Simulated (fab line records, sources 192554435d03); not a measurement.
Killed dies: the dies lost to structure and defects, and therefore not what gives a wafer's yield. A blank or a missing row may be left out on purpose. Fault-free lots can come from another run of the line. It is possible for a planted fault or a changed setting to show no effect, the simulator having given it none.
The tool behind it: which one?    flow n5-finfet    8 lots, 23 wafers sampled, at 6 steps of a route of 1938

## WHAT THE GAUGES SHOWED, per wafer
N5_BEOL_M1_CD_MEAS_35: target cd 18 nm, target cd y 21 nm.
lot   measured      on         cd-nm (nm)
L431  day 6 20:32   cd-sem-02  18.3 17.3 18.0
L433  day 7 04:04   cd-sem-01  18.1 17.9 18.2
L435  day 7 14:16   cd-sem-02  17.6 18.8 18.4
L440  day 8 21:38   cd-sem-03  17.4 18.2
L441  day 9 06:28   cd-sem-02  18.5 18.3 18.0
L445  day 10 06:37  cd-sem-02  - 17.9 -
L446  day 10 10:52  cd-sem-01  17.8 - -
L452  day 11 23:07  cd-sem-02  17.1 18.4 17.7

## EACH LOT AND THE TOOL THAT RAN IT (in order: tool; ch and the chambers of the sampled wafers; start)
lot   N5_BEOL_M1_ILD_DEP_00            N5_BEOL_M1_PECVD_72              N5_BEOL_M1_ETCH_74                 N5_BEOL_M1_STRIP_19                N5_BEOL_M1_ETCH_70
L431  pecvd-03 ch 0,1,2, day 6 12:40   pecvd-03 ch 1,2, day 6 12:46     rie-diel-02 ch 0,1, day 6 14:16    rie-diel-02 ch 1,2, day 6 14:41    rie-diel-03 ch 2,3, day 6 20:02
L433  pecvd-02 ch 0,1, day 6 22:08     pecvd-03 ch 0,1,2, day 6 22:16   rie-diel-06 ch 1,3, day 7 00:00    rie-diel-06 ch 0,1, day 7 00:29    rie-diel-03 ch 1,2, day 7 03:34
L435  pecvd-03 ch 1,2, day 7 09:07     pecvd-03 ch 0,1, day 7 09:13     rie-diel-06 ch 0,2, day 7 11:37    rie-diel-02 ch 0,1,3, day 7 12:01  rie-diel-02 ch 0,3, day 7 13:45
L440  pecvd-03 ch 0, day 8 15:28       pecvd-01 ch 0,2, day 8 15:34     rie-diel-06 ch 0,1, day 8 18:25    rie-diel-02 ch 1,3, day 8 18:44    rie-diel-06 ch 1,3, day 8 21:08
L441  pecvd-02 ch 0,1,2, day 9 02:03   pecvd-02 ch 1,2, day 9 02:10     rie-diel-06 ch 0,2,3, day 9 03:37  rie-diel-06 ch 1,3, day 9 03:56    rie-diel-06 ch 0,1,3, day 9 05:58
L445  pecvd-02 ch 0,1,2, day 9 21:04   pecvd-01 ch 0,1,2, day 9 21:10   rie-diel-06 ch 1,2, day 9 22:25    rie-diel-03 ch 0,1, day 9 22:47    rie-diel-06 ch 1,2,3, day 10 06:06
L446  pecvd-01 ch 0,1,2, day 10 05:21  pecvd-03 ch 0,1,2, day 10 05:28  rie-diel-02 ch 1,2, day 10 06:49   rie-diel-02 ch 0,1, day 10 07:08   rie-diel-06 ch 0,1, day 10 10:21
L452  pecvd-02 ch 1,2, day 11 19:31    pecvd-01 ch 0,1,2, day 11 19:37  rie-diel-02 ch 2,3, day 11 21:20   rie-diel-03 ch 0,3, day 11 21:47   rie-diel-02 ch 1,3, day 11 22:36
- N5_BEOL_M1_ILD_DEP_00: deposits SiOC from DEMS/O2, target thk 79 nm, time 15.3 s.
- N5_BEOL_M1_PECVD_72: deposits SiO2 from TEOS/O2, target thk 16 nm, time 18 s.
- N5_BEOL_M1_ETCH_74: etches underlayer in N2/H2, target depth 6.5 nm, time 5.2 s.
- N5_BEOL_M1_STRIP_19: strips in O2.
- N5_BEOL_M1_ETCH_70: etches SOC in N2/H2, target depth 80 nm, overetch 16 nm, time 120 s.

## THE ANSWER, worked out from the rows above alone
Rule: what is usual is taken from the lots themselves. Put in order of their means at a reading, lots are off if they are a third of the lots or fewer, leave a main group of 4 or more, and stand apart from it by a gap of 3 or more times the standard deviation of the main group's means; of several such gaps the widest counts. A main group is skipped when, at the precision printed for the reading in the tables above, its means are all equal. A lot without any number at a reading at which 4 lots or more have one is off too. Any other lot the step has rows for is counted as sound.
Nothing can be told from this: no lot is off at any reading shown.

## WHAT HAD BEEN PUT IN BY THE SIMULATOR
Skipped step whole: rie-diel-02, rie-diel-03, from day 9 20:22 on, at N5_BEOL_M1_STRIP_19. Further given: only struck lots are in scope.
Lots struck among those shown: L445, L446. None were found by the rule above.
